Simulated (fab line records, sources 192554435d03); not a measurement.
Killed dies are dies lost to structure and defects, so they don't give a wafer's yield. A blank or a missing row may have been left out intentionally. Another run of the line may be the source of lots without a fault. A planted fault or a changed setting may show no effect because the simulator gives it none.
Which tool was responsible? | flow n5_finfet | Sampling: 8 lots, 24 wafers, 8 of 1938 route steps

== WHAT THE GAUGES SHOWED, per wafer ==
N5_ZERO_LAYER_INSPECT_20: inspects for defects (darkfield).
lot  | measured    | on                | raw_defect_count
L309 | day 1 19:16 | defect_inspect-01 | 24 15 23
L315 | day 3 07:23 | defect_inspect-01 | 38 63 26
L317 | day 3 19:23 | defect_inspect-02 | 35 80 62
L321 | day 4 19:17 | defect_inspect-02 | 47 60 37
L322 | day 5 01:23 | defect_inspect-01 | 14 21 27
L323 | day 5 07:36 | defect_inspect-02 | 36 752 43
L324 | day 5 13:42 | defect_inspect-02 | 778 34 779
L327 | day 6 07:15 | defect_inspect-01 | 63 68 25

N5_WELL_APT_INSPECT_10: inspects for defects (macro).
lot  | measured    | on                | raw_defect_count
L309 | day 1 19:37 | defect_inspect-01 | 1 2 2
L315 | day 3 07:44 | defect_inspect-01 | 3 1 1
L317 | day 3 19:44 | defect_inspect-01 | 5 2 0
L321 | day 4 19:46 | defect_inspect-02 | 3 2 3
L322 | day 5 01:44 | defect_inspect-02 | 0 2 5
L323 | day 5 08:05 | defect_inspect-02 | 6 >300 4
L324 | day 5 14:04 | defect_inspect-01 | >300 0 >300
L327 | day 6 07:37 | defect_inspect-02 | 2 5 0

N5_WELL_APT_INSPECT_38: inspects for defects (darkfield).
lot  | measured    | on                | raw_defect_count
L309 | day 1 22:35 | defect_inspect-02 | 5 9 14
L315 | day 3 11:07 | defect_inspect-02 | 14 13 21
L317 | day 3 23:14 | defect_inspect-02 | 19 23 12
L321 | day 4 22:42 | defect_inspect-02 | 17 9 12
L322 | day 5 04:59 | defect_inspect-01 | 21 21 24
L323 | day 5 11:11 | defect_inspect-02 | 10 748 15
L324 | day 5 17:00 | defect_inspect-01 | 753 11 738
L327 | day 6 10:50 | defect_inspect-02 | 16 22 7

N5_FIN_SAQP_THK_MEAS_07.
lot  | measured    | on            | thk_nm (nm)
L309 | day 2 04:13 | film_metro-01 | 59.6 60.3 60.1
L315 | day 3 15:46 | film_metro-02 | 58.7 59.4 60.9
L317 | day 4 04:19 | film_metro-02 | 59.9 60.8 61.1
L321 | day 5 04:19 | film_metro-02 | 59.7 59.5 60.6
L322 | day 5 09:05 | film_metro-01 | 58.6 61.2 60.1
L323 | day 5 15:25 | film_metro-02 | 60.1 61.5 60.5
L324 | day 5 21:01 | film_metro-01 | 58.8 60.3 60.7
L327 | day 6 15:51 | film_metro-02 | 60.2 60.1 61.8

N5_BEOL_M4_RC_MEAS_101.
lot  | measured     | on        | DIBL_N (mV/V)  | DIBL_P (mV/V)  | IOFF_N (nA/um) | IOFF_P (nA/um) | ION_N (uA/um) | ION_P (uA/um) | SS_N (mV/dec)  | SS_P (mV/dec)  | VT_N (mV)   | VT_P (mV)
L309 | day 8 15:25  | prober-01 | 34.9 32.9 34.9 | 36.2 34.3 36.9 | 0.17 0.14 0.17 | 0.23 0.20 0.25 | 675 669 677   | 468 463 476   | 71.4 71.4 71.0 | 74.0 72.7 72.8 | 247 250 245 | -246 -250 -246
L315 | day 9 17:13  | prober-01 | 36.0 39.2 38.9 | 35.7 39.2 39.0 | 0.15 0.21 0.20 | 0.20 0.27 0.25 | 665 683 676   | 462 468 470   | 71.5 72.0 72.2 | 72.8 74.2 73.1 | 254 251 248 | -250 -248 -250
L317 | day 10 02:31 | prober-01 | 37.6 34.9 38.6 | 38.2 34.9 38.6 | 0.20 0.14 0.20 | 0.24 0.19 0.25 | 682 667 682   | 460 458 465   | 72.5 71.6 72.4 | 74.0 72.9 73.3 | 248 252 247 | -248 -252 -247
L321 | day 11 16:23 | prober-02 | 35.2 37.3 37.5 | 34.5 37.3 38.5 | 0.14 0.16 0.18 | 0.18 0.22 0.25 | 667 684 682   | 459 467 465   | 70.5 71.4 71.2 | 72.1 72.6 73.1 | 252 250 246 | -250 -250 -249
L322 | day 11 19:51 | prober-02 | 34.3 37.1 35.0 | 34.6 38.2 35.8 | 0.13 0.19 0.15 | 0.21 0.28 0.23 | 658 664 669   | 462 464 470   | 71.3 71.2 70.5 | 73.0 73.7 72.3 | 253 247 249 | -249 -246 -246
L323 | day 12 13:22 | prober-02 | 37.4 39.5 34.0 | 36.8 40.4 33.2 | 0.21 0.25 0.13 | 0.27 0.34 0.20 | 697 702 667   | 478 486 462   | 71.8 72.1 70.4 | 73.6 73.8 72.5 | 245 242 252 | -244 -243 -247
L324 | day 12 01:48 | prober-02 | 31.7 34.5 33.8 | 31.2 35.6 34.5 | 0.09 0.13 0.12 | 0.13 0.19 0.18 | 654 667 667   | 456 461 469   | 70.2 70.7 70.6 | 71.9 73.1 72.2 | 258 251 251 | -256 -251 -251
L327 | day 12 20:54 | prober-01 | 37.0 37.4 36.3 | 36.5 37.5 36.1 | 0.16 0.17 0.17 | 0.22 0.26 0.22 | 673 670 671   | 455 462 463   | 71.6 71.8 71.5 | 73.1 74.1 73.4 | 251 248 250 | -249 -245 -247

== WHAT TOOL EACH LOT RAN ON (gives the tool, then ch and the chambers of the sampled wafers, and finally the start) ==
lot  | N5_ZERO_LAYER_STRIP_24              | N5_PMOS_HMC_CHANNEL_EPI_ETCH_38 | N5_PMOS_HMC_CHANNEL_EPI_CMP_21
L309 | plasma_asher-02 ch 0,1, day 1 18:55 | rie_si-05 ch 0,3, day 1 23:33   | cmp-04 ch 1,2, day 2 01:29
L315 | plasma_asher-01 ch 0,1, day 3 07:01 | rie_si-02 ch 0,2,3, day 3 11:58 | cmp-02 ch 0,1,3, day 3 13:58
L317 | plasma_asher-02 ch 0,1, day 3 19:01 | rie_si-05 ch 1,2, day 4 00:12   | cmp-04 ch 0,3, day 4 01:47
L321 | plasma_asher-01 ch 0,1, day 4 18:55 | rie_si-02 ch 0,2,3, day 4 23:41 | cmp-02 ch 0,2,3, day 5 02:37
L322 | plasma_asher-01 ch 0, day 5 01:01   | rie_si-02 ch 0,3, day 5 05:50   | cmp-03 ch 1,3, day 5 07:21
L323 | plasma_asher-02 ch 0,1, day 5 07:15 | rie_si-01 ch 0,1, day 5 12:10   | cmp-03 ch 0,1,2, day 5 13:46
L324 | plasma_asher-02 ch 0,1, day 5 13:22 | rie_si-05 ch 0,1,2, day 5 17:52 | cmp-03 ch 0,2,3, day 5 19:23
L327 | plasma_asher-01 ch 0,1, day 6 06:53 | rie_si-05 ch 0,1,2, day 6 11:50 | cmp-04 ch 1,2,3, day 6 14:12
- N5_ZERO_LAYER_STRIP_24: strips in O2.
- N5_PMOS_HMC_CHANNEL_EPI_ETCH_38: etches SiO2 in CF4, target depth 1.5 nm.
- N5_PMOS_HMC_CHANNEL_EPI_CMP_21: polishes SiGe30, target thk 54 nm.

== AS READ BY THE TOOLS THEMSELVES (means over the sampled wafers that have a number; for cases with no such wafer, the mark the record gives instead) ==
N5_ZERO_LAYER_STRIP_24.
lot  | tool            | drypump_motor_current_A (A) | heater_power_w (W) | oes_product_au (a.u.) | strip_time_to_endpoint_s (s)
L309 | plasma_asher-02 | 5.8                         | 353                | 0.653                 | 43.70
L315 | plasma_asher-01 | 5.7                         | 346                | 0.646                 | 43.86
L317 | plasma_asher-02 | 6.1                         | 342                | 0.647                 | 43.83
L321 | plasma_asher-01 | 5.7                         | 350                | 0.648                 | 43.87
L322 | plasma_asher-01 | 5.2                         | 334                | 0.650                 | 43.83
L323 | plasma_asher-02 | 6.0                         | 340                | 0.648                 | 43.77
L324 | plasma_asher-02 | 5.9                         | 345                | 0.641                 | 43.79
L327 | plasma_asher-01 | 5.7                         | 347                | 0.647                 | 43.86

N5_PMOS_HMC_CHANNEL_EPI_ETCH_38.
lot  | tool      | drypump_motor_current_A (A) | he_backside_leak_sccm (sccm) | oes_product_au (a.u.) | throttle_valve_pct (%)
L309 | rie_si-05 | 5.2                         | 2.7                          | 1.006                 | 21.79
L315 | rie_si-02 | 5.7                         | 2.5                          | 1.029                 | 21.78
L317 | rie_si-05 | 5.4                         | 2.8                          | 0.996                 | 21.83
L321 | rie_si-02 | 5.8                         | 2.6                          | 1.021                 | 21.79
L322 | rie_si-02 | 5.3                         | 2.7                          | 1.018                 | 21.59
L323 | rie_si-01 | 5.6                         | 2.8                          | 1.004                 | 21.73
L324 | rie_si-05 | 5.3                         | 2.8                          | 0.998                 | 21.92
L327 | rie_si-05 | 5.3                         | 2.8                          | 1.002                 | 21.92

N5_PMOS_HMC_CHANNEL_EPI_CMP_21.
lot  | tool   | motor_current_A (A) | pad_life_wafers
L309 | cmp-04 | 12.1                | 1296
L315 | cmp-02 | 11.0                | 698
L317 | cmp-04 | 12.3                | 1646
L321 | cmp-02 | 11.0                | 1003
L322 | cmp-03 | 10.9                | 271
L323 | cmp-03 | 12.9                | 350
L324 | cmp-03 | 12.6                | 404
L327 | cmp-04 | 11.6                | 110

== THE ANSWER, worked out from the rows above alone ==
Rule: the lots themselves supply what counts as usual. Put in order of their means at a reading, lots are off if they are a third of the lots or fewer, leave a main group of 4 or more, and stand apart from it by a gap of 3 or more times the standard deviation of the main group's means; of several such gaps the widest counts. The tables above print the reading to a certain number of digits; a main group whose means all agree to those digits is not used. Also off: a lot with no number at a reading for which 4 or more lots have one. Any other lot the step has rows for is counted as sound. The gauges are gone through in route order, then the tools' own readings, and for those a lot's mean is taken as printed above. The first step at which some lot is off is used, and at that step the reading that is off furthest; a lot without a number counts as furthest.
Off: L323, L324, at N5_ZERO_LAYER_INSPECT_20 (raw_defect_count). Main group: mean 40, sd 15.
If a tool, at a process step before that reading, ran all the lots that are off and no sound lot after the first of them, it fits. The gauges at N5_ZERO_LAYER_INSPECT_20 are tried like those tools. This does not decide it: 2 tools fit, namely plasma_asher-02 at N5_ZERO_LAYER_STRIP_24 and defect_inspect-02 at N5_ZERO_LAYER_INSPECT_20.

== WHAT WAS PUT IN BY THE SIMULATOR ==
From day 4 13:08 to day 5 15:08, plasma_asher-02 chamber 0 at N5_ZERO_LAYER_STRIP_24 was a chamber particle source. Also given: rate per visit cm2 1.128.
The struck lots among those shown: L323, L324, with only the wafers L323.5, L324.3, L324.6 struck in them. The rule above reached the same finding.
